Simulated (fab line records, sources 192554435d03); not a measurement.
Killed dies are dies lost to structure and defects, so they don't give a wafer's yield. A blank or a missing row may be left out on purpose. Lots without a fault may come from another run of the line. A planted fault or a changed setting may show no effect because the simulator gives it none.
Split-lot experiment | flow n5_finfet | 7 lots, 39 wafers read, on a route of 1938 steps

THE SPLIT
At N5_FIN_CUT_CUT_ETCH_26 (etches SiNx in CH3F/O2, target depth 39 nm, time 55.7 s), the setting time_s was moved away from the recipe's 55.7 s on 15 of the 39 wafers read, by -21.6% to +15.6%. The other wafers ran this setting at the recipe's value.

FROM THE SPLIT TO THE READING: what the file shows between them, 2 steps
- N5_FIN_CUT_CUT_ETCH_27: etches SiO2 in CHF3/O2, target depth 4 nm, overetch 2 nm, time 4.9 s
- N5_FIN_CUT_PRECLEAN_35: cleans in vHF, time 13.3 s

THE READING
SOC_of_FIN_CUT_COAT_18.thk_nm (the simulator's own value, which no gauge read), in nm, at N5_FIN_CUT_CUT_ETCH_15 (etches Si in HBr/Cl2/O2, target depth 100 nm, bt time 10 s, time 42.4 s). The file gives no usual value for it. The 24 wafers here that ran the recipe average 170.8 nm, standard deviation 0.67 nm.

wafer  | tool, chamber at the split | time_s as run, s | against the recipe | SOC_of_FIN_CUT_COAT_18.thk_nm, nm | against lot-mates on the recipe
L076.1 | rie_diel-02, 2             | 61.8             | +11.0%             | 168                               | -2.9
L076.5 | rie_diel-02, 2             | 61.8             | +11.0%             | 168                               | -2.9
L076.2 | rie_diel-02, 3             | 55.7             | recipe             | 172                               | -
L076.3 | rie_diel-02, 1             | 61.8             | +11.0%             | 168.6                             | -2.3
L076.4 | rie_diel-02, 0             | 55.7             | recipe             | 170.4                             | -
L076.6 | rie_diel-02, 1             | 55.7             | recipe             | 170.4                             | -
L078.1 | rie_diel-02, 1             | 64.39            | +15.6%             | 168.6                             | -2.9
L078.6 | rie_diel-02, 3             | 64.39            | +15.6%             | 168.6                             | -2.9
L078.2 | rie_diel-02, 0             | 55.7             | recipe             | 171                               | -
L078.3 | rie_diel-02, 2             | 55.7             | recipe             | 171.6                             | -
L078.4 | rie_diel-02, 3             | 64.39            | +15.6%             | 169.4                             | -2.1
L078.5 | rie_diel-02, 0             | 55.7             | recipe             | 172                               | -
L079.3 | rie_diel-04, 1             | 55.7             | recipe             | 170.2                             | -
L079.4 | rie_diel-04, 2             | 55.7             | recipe             | 170.2                             | -
L079.5 | rie_diel-04, 2             | 55.7             | recipe             | 170.8                             | -
L082.1 | rie_diel-03, 3             | 55.7             | recipe             | 170                               | -
L082.3 | rie_diel-03, 2             | 55.7             | recipe             | 170                               | -
L082.2 | rie_diel-03, 0             | 55.7             | recipe             | 170.8                             | -
L082.4 | rie_diel-03, 1             | 55.7             | recipe             | 170.4                             | -
L082.5 | rie_diel-03, 2             | 55.7             | recipe             | 170.2                             | -
L082.6 | rie_diel-03, 1             | 55.7             | recipe             | 170.6                             | -
L083.1 | rie_diel-04, 3             | 51.7             | -7.2%              | 171.8                             | +0.3
L083.2 | rie_diel-04, 2             | 51.7             | -7.2%              | 171.2                             | -0.3
L083.3 | rie_diel-04, 1             | 55.7             | recipe             | 171.2                             | -
L083.4 | rie_diel-04, 0             | 55.7             | recipe             | 171.6                             | -
L083.5 | rie_diel-04, 0             | 55.7             | recipe             | 171.8                             | -
L083.6 | rie_diel-04, 1             | 51.7             | -7.2%              | 172                               | +0.5
L084.1 | rie_diel-02, 0             | 55.7             | recipe             | 170.8                             | -
L084.2 | rie_diel-02, 3             | 43.67            | -21.6%             | 174                               | +3.2
L084.6 | rie_diel-02, 1             | 43.67            | -21.6%             | 174                               | +3.2
L084.3 | rie_diel-02, 1             | 43.67            | -21.6%             | 174.8                             | +4.0
L084.4 | rie_diel-02, 0             | 55.7             | recipe             | 171                               | -
L084.5 | rie_diel-02, 3             | 55.7             | recipe             | 170.6                             | -
L090.1 | rie_diel-04, 0             | 46.13            | -17.2%             | 172.6                             | +2.2
L090.2 | rie_diel-04, 3             | 55.7             | recipe             | 171.4                             | -
L090.3 | rie_diel-04, 2             | 55.7             | recipe             | 169.4                             | -
L090.4 | rie_diel-04, 1             | 55.7             | recipe             | 170.4                             | -
L090.5 | rie_diel-04, 2             | 46.13            | -17.2%             | 172                               | +1.6
L090.6 | rie_diel-04, 3             | 46.13            | -17.2%             | 174.2                             | +3.8

THE FIT
A straight line over all 39 wafers: SOC_of_FIN_CUT_COAT_18.thk_nm changes by -0.151 nm for each +1% of time_s; r = -0.90; the points scatter about the line by 0.71 nm.
The same after taking each lot's own level away (the mean of its wafers on the recipe; 39 wafers): -0.165 nm for each +1%; r = -0.93; scatter 0.62 nm.
On that fit, the largest move of time_s shifts the reading by 3.6 nm.
The lots' own levels span 170.33 to 171.53 nm, that is 1.8 times the standard deviation above.
So the lot-to-lot level changes the slope little: the two slopes agree.
Check: with one of the wafers moved furthest among these (-21.6%) left out of the fit, the line predicts +3.41 nm for it against its lot-mates. It came out at +3.2 nm against them.

THE WHOLE CHAIN: every reading that the file lists as answering this split, in the file's order
step                   | what it does                                                            | reading                                                                        | change (the file's fit)               | r (the file's)
N5_FIN_CUT_CUT_ETCH_26 | etches SiNx in CH3F/O2, target depth 39 nm, time 55.7 s                 | etch.depth_nm (the simulator's own value, which no gauge read)                 | +0.38 nm for each +1% of the setting  | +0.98
N5_FIN_CUT_CUT_ETCH_26 | etches SiNx in CH3F/O2, target depth 39 nm, time 55.7 s                 | SOC_of_FIN_CUT_COAT_18.thk_nm (the simulator's own value, which no gauge read) | -0.174 nm for each +1% of the setting | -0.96
N5_FIN_CUT_CUT_ETCH_15 | etches Si in HBr/Cl2/O2, target depth 100 nm, bt time 10 s, time 42.4 s | SOC_of_FIN_CUT_COAT_18.thk_nm (the simulator's own value, which no gauge read) | -0.162 nm for each +1% of the setting | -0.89

THE FILE'S OWN FIT
SOC_of_FIN_CUT_COAT_18.thk_nm changes by -0.162 nm for each +1% of time_s, r = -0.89.
